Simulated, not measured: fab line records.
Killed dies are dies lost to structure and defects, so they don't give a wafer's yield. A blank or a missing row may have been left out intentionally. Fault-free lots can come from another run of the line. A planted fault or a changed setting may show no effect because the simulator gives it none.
Problem report in the 8D (eight disciplines) form, filled by code	flow nandHarc	the parts of the form that need people (team, actions taken, sign-off) are left out

1. THE ISSUE
killedAtArray at NHARC_END_SORT_01 reads a mean of 673 on 1 wafer of 1 lot; wafers without a fault read 25 with a standard deviation of 10. Measured from the usual mean, that is +65 standard deviations.
Seen first at day 24 00:20 on prober-01, wafer L121.6. At this step, 36 wafers from 12 lots have a number in the record. Rule for "out" (also "out of limits"): further than 4 standard deviations from the usual mean. The rest of the wafers with a number are treated as sound.

2. WHAT IT IS, WHAT IT ISN'T
question	is	is not
which readings at this step	killedAtArray, killedDies	killedAtOther, killedAtPeriphery, killedOpen, killedShort
which lots	L121	L104, L106, L107, L108, L109, L111, L114, L119, L120, L124, L125
which wafers of those lots	L121.6	L121.1, L121.4
read on which gauges	prober-01	prober-02
when	from day 24 00:20	up to then (29 sound wafers); but 6 sound wafers of L124, L125 came after

3. THE SUSPECTS, EACH WITH WHAT RULES IT OUT
Counting: if a tool at a process step up to the reading ran every lot that is out, it stays a suspect. Sound lots after the first of them don't rule it out here, since some wafers of a struck lot are sound.
- the gauge at NHARC_END_SORT_01 has been ruled out. All the wafers that are out were read on prober-01, but those of them that NHARC_A_SLIT_ETCH_15 has rows for are out there too, on other tools.
- rieDiel-06 at NHARC_A_SGD_CUT_ETCH_15 (etches the open film in CH3F/O2, target depth 75 nm, time 64.3 s): kept. It ran the lot that is out, L121 (day 18 03:32); its last sound lot up to then is L119 (day 18 03:32). With no start given for some of its lots, NHARC_A_SGD_CUT_ETCH_15 uses the hours and lot order of NHARC_A_SGD_CUT_THK_MEAS_22.
- rieDiel-13 at NHARC_A_SLIT_ETCH_15 (etches the open film in O2/COS, target depth 3200 nm, time 832 s): kept. It ran the lot that is out, L121 (day 18 08:22); its last sound lot up to then is L109 (day 15 14:12). Its own readings are out on those wafers: runLengthS.
- rieDiel-13, NHARC_A_SLIT_ETCH_15: wafers that are out in chamber 0, sound lot-mates in chambers 1, 3.
Remaining after the count are rieDiel-06 at NHARC_A_SGD_CUT_ETCH_15 and rieDiel-13 at NHARC_A_SLIT_ETCH_15.

4. THE CAUSE (what the simulator had put in)
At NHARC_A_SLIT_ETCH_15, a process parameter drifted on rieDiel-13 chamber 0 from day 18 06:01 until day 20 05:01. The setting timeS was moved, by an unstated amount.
Counting leaves 2 suspects; this tool is one of them.

5. THE EFFECT CHAIN, in route order
Each row: a reading whose mean over the struck wafers that have a number lies more than 3 standard deviations from the usual. Only readings whose record carries a usual standard deviation are examined. hours: median over the lots of the time between each lot's start at the first step of this table that gives one and its start at this step. sigmas: the change, counted in usual standard deviations.
hours	step	reading	usual	on struck wafers	change	sigmas
0	NHARC_A_SLIT_ETCH_15	runLengthS	853.5 s	593.2	-260.3	-99 or more
136	NHARC_END_SORT_01	killedAtArray	25	673	+648	+65
136	NHARC_END_SORT_01	killedDies	29	677	+648	+65
It contains these process steps:
- NHARC_A_SLIT_ETCH_15: etches the open film in O2/COS, target depth 3200 nm, time 832 s.

6. WHAT WOULD HAVE CAUGHT IT SOONER
Counted from the fault's start at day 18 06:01, it took 138 hours until the first out-of-limits reading at a measuring or inspecting step in this record, taken at day 24 00:20.
At NHARC_A_SLIT_ETCH_15, the tool's own readings (runLengthS) were out on each struck wafer the step has a row for, so an alarm limit on them would have fired on the first such wafer.
Lots out: 1; all had begun NHARC_A_SLIT_ETCH_15 on rieDiel-13 by day 24 00:20. None of them would have been spared by holding the tool at that moment.
